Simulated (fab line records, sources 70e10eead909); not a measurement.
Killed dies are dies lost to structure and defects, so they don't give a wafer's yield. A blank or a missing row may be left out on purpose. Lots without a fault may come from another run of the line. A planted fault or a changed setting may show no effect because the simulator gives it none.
Which tool did it? | flow nand_harc | 6 lots, 18 wafers sampled, at 4 steps of a route of 1159

WHAT THE GAUGES READ, wafer by wafer
NHARC_A_CONTACT_CD_MEAS_08: target cd 100 nm.
lot  | measured     | on        | cd_nm (nm)
L748 | day 17 12:16 | cd_sem-02 | 101.0 101.4 101.6
L750 | day 17 15:20 | cd_sem-02 | 99.7 99.3 98.9
L753 | day 18 22:56 | cd_sem-03 | 99.4 98.9 98.7
L755 | day 19 16:30 | cd_sem-02 | 99.7 100.2 100.4
L758 | day 20 15:51 | cd_sem-03 | 121.1 120.3 120.8
L767 | day 22 05:01 | cd_sem-02 | 100.2 99.6 100.1

WHICH TOOL RAN EACH LOT (tool, then ch and the chambers of the sampled wafers, then the start)
lot  | NHARC_A_CONTACT_ETCH_128             | NHARC_A_CONTACT_ETCH_106           | NHARC_A_CONTACT_EXPOSE_05
L748 | har_cap_etch-02 ch 0, day 17 06:59   | rie_diel-10 ch 0,2,3, day 17 08:51 | arfi_scanner-03 ch 0, day 17 12:07
L750 | har_cap_etch-01 ch 0,1, day 17 10:44 | rie_diel-11 ch 1,2, day 17 12:38   | arfi_scanner-02 ch 0, day 17 15:12
L753 | har_cap_etch-02 ch 0,1, day 18 18:36 | rie_diel-10 ch 1,2, day 18 20:22   | arfi_scanner-03 ch 0, day 18 22:49
L755 | har_cap_etch-02 ch 0,1, day 19 11:01 | rie_diel-11 ch 0,2,3, day 19 12:58 | arfi_scanner-02 ch 0, day 19 16:22
L758 | har_cap_etch-01 ch 0,1, day 20 11:14 | rie_diel-08 ch 0,2,3, day 20 13:12 | arfi_scanner-03 ch 0, day 20 15:43
L767 | har_cap_etch-03 ch 0,1, day 22 00:00 | rie_diel-08 ch 0,1,2, day 22 02:31 | arfi_scanner-02 ch 0, day 22 04:52
- NHARC_A_CONTACT_ETCH_128: etches the open film in C4F8/O2/Ar, time 155 s, target depth 956 nm.
- NHARC_A_CONTACT_ETCH_106: etches the open film in CF4/O2, target depth 60 nm, overetch 6 nm, time 33 s.
- NHARC_A_CONTACT_EXPOSE_05: exposes mask A CC.

THE ANSWER, worked out from the rows above alone
Rule: what is usual is taken from the lots themselves. Put in order of their means at a reading, lots are off if they are a third of the lots or fewer, leave a main group of 4 or more, and stand apart from it by a gap of 3 or more times the standard deviation of the main group's means; of several such gaps the widest counts. A main group whose means are all the same, to the digits that the tables above print for the reading, isn't used. A lot without any number at a reading at which 4 lots or more have one is off too. The other lots that the step has rows for count as sound.
Off: L758, at NHARC_A_CONTACT_CD_MEAS_08 (cd_nm). The main group: mean 99.9 nm, standard deviation 0.81.
A tool fits if, at a process step before that reading, it ran every lot that is off, and no sound lot after the first of them. The gauges at NHARC_A_CONTACT_CD_MEAS_08 are tried like those tools. Can't be told from this: 3 tools fit, har_cap_etch-01 at NHARC_A_CONTACT_ETCH_128, arfi_scanner-03 at NHARC_A_CONTACT_EXPOSE_05, cd_sem-03 at NHARC_A_CONTACT_CD_MEAS_08.

WHAT THE SIMULATOR HAD PUT IN
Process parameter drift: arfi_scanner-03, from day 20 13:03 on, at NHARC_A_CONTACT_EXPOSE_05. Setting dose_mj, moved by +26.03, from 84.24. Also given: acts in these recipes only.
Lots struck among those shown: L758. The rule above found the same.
